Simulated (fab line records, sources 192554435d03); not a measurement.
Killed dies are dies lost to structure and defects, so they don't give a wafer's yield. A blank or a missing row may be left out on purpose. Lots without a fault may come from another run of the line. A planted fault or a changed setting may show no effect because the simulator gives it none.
Tool commonality check | flow n5_finfet | 8 lots, 24 wafers sampled

WHY IT WAS OPENED
At N5_BEOL_M1_INSPECT_30 the reading raw_defect_count is flagged on 3 of 8 lots. Wafers without a fault read 409, standard deviation 98.
Rule: a lot is flagged when every wafer of it that has a number lies more than 4 standard deviations from that mean, or none has a number. The other lots count as sound.

lot  | measured     | on                | raw_defect_count, wafer by wafer | flag
L512 | day 6 02:07  | defect_inspect-02 | 421 411 415                      |
L518 | day 7 14:29  | defect_inspect-01 | 317 309 330                      |
L521 | day 8 10:14  | defect_inspect-02 | 491 680 623                      |
L527 | day 9 22:50  | defect_inspect-01 | 316 256 298                      |
L529 | day 10 03:57 | defect_inspect-02 | 1503 1447 1661                   | FLAGGED
L528 | day 10 05:06 | defect_inspect-02 | 1664 1565 1613                   | FLAGGED
L532 | day 10 22:48 | defect_inspect-01 | 1639 1541 1552                   | FLAGGED
L535 | day 11 20:08 | defect_inspect-02 | 456 424 493                      |
The numbers of the flagged lots are 1576 on average: +1167 against the usual, or +12 standard deviations.

WHICH TOOL RAN EACH LOT
The record holds 3 process steps before the reading, out of a route of 1938 steps. In each cell: the tool, then ch and the chambers that the sampled wafers went through, then the start.
lot  | flag    | N5_BEOL_M1_DESCUM_16               | N5_BEOL_M1_ETCH_74                 | N5_BEOL_M1_STRIP_66
L512 |         | rie_diel-05 ch 2,3, day 6 01:16    | rie_diel-05 ch 2,3, day 6 01:18    | rie_diel-05 ch 2,3, day 6 01:29
L518 |         | rie_diel-05 ch 0,1,3, day 7 13:26  | rie_diel-05 ch 0,1,3, day 7 13:28  | rie_diel-05 ch 0,1,3, day 7 13:38
L521 |         | rie_diel-04 ch 1,2, day 8 09:20    | rie_diel-04 ch 1,2, day 8 09:22    | rie_diel-04 ch 1,2, day 8 09:32
L527 |         | rie_diel-04 ch 0,1, day 9 22:00    | rie_diel-04 ch 0,1, day 9 22:02    | rie_diel-04 ch 0,1, day 9 22:13
L529 | FLAGGED | rie_diel-05 ch 0,2,3, day 10 03:01 | rie_diel-05 ch 0,2,3, day 10 03:03 | rie_diel-05 ch 0,2,3, day 10 03:14
L528 | FLAGGED | rie_diel-05 ch 1,2,3, day 10 03:15 | rie_diel-05 ch 1,2,3, day 10 03:17 | rie_diel-05 ch 1,2,3, day 10 03:27
L532 | FLAGGED | rie_diel-05 ch 1,2,3, day 10 21:45 | rie_diel-05 ch 1,2,3, day 10 21:47 | rie_diel-05 ch 1,2,3, day 10 21:58
L535 |         | rie_diel-04 ch 0,1, day 11 19:18   | rie_diel-04 ch 0,1, day 11 19:20   | rie_diel-04 ch 0,1, day 11 19:31
What these steps do:
- N5_BEOL_M1_DESCUM_16: chemistry O2, time 7 s.
- N5_BEOL_M1_ETCH_74: etches underlayer in N2/H2, target depth 6.5 nm, time 5.2 s.
- N5_BEOL_M1_STRIP_66: strips in CF4.
- N5_BEOL_M1_INSPECT_30: inspects for defects (brightfield).

FLAGGED OVER TOTAL, TOOL BY TOOL (the gauges that took the reading come last)
step                  | tool              | lots run | flagged | share of the flagged lots | sound lots run after its first flagged lot
N5_BEOL_M1_DESCUM_16  | rie_diel-04       | 3        | 0       | none                      | -
N5_BEOL_M1_DESCUM_16  | rie_diel-05       | 5        | 3       | all                       | 0
N5_BEOL_M1_ETCH_74    | rie_diel-04       | 3        | 0       | none                      | -
N5_BEOL_M1_ETCH_74    | rie_diel-05       | 5        | 3       | all                       | 0
N5_BEOL_M1_STRIP_66   | rie_diel-04       | 3        | 0       | none                      | -
N5_BEOL_M1_STRIP_66   | rie_diel-05       | 5        | 3       | all                       | 0
N5_BEOL_M1_INSPECT_30 | defect_inspect-01 | 3        | 1       | some                      | 0
N5_BEOL_M1_INSPECT_30 | defect_inspect-02 | 5        | 2       | some                      | 1 (L535)

WHAT THE TABLE ALLOWS
3 rows of the table ran every flagged lot: rie_diel-05 at N5_BEOL_M1_DESCUM_16, rie_diel-05 at N5_BEOL_M1_ETCH_74, rie_diel-05 at N5_BEOL_M1_STRIP_66.
- rie_diel-05 at N5_BEOL_M1_DESCUM_16: 3 of its 5 lots flagged. Its last sound lot is L518 (day 7 13:26), its first flagged lot L529 (day 10 03:01): a fault that began between those two fits.
- rie_diel-05 at N5_BEOL_M1_ETCH_74: 3 of its 5 lots flagged. Its last sound lot is L518 (day 7 13:28), its first flagged lot L529 (day 10 03:03): a fault that began between those two fits.
- rie_diel-05 at N5_BEOL_M1_STRIP_66: 3 of its 5 lots flagged. Its last sound lot is L518 (day 7 13:38), its first flagged lot L529 (day 10 03:14): a fault that began between those two fits.
One tool is left: rie_diel-05 at N5_BEOL_M1_DESCUM_16 and N5_BEOL_M1_ETCH_74 and N5_BEOL_M1_STRIP_66.

WHAT THE SIMULATOR HAD PUT IN
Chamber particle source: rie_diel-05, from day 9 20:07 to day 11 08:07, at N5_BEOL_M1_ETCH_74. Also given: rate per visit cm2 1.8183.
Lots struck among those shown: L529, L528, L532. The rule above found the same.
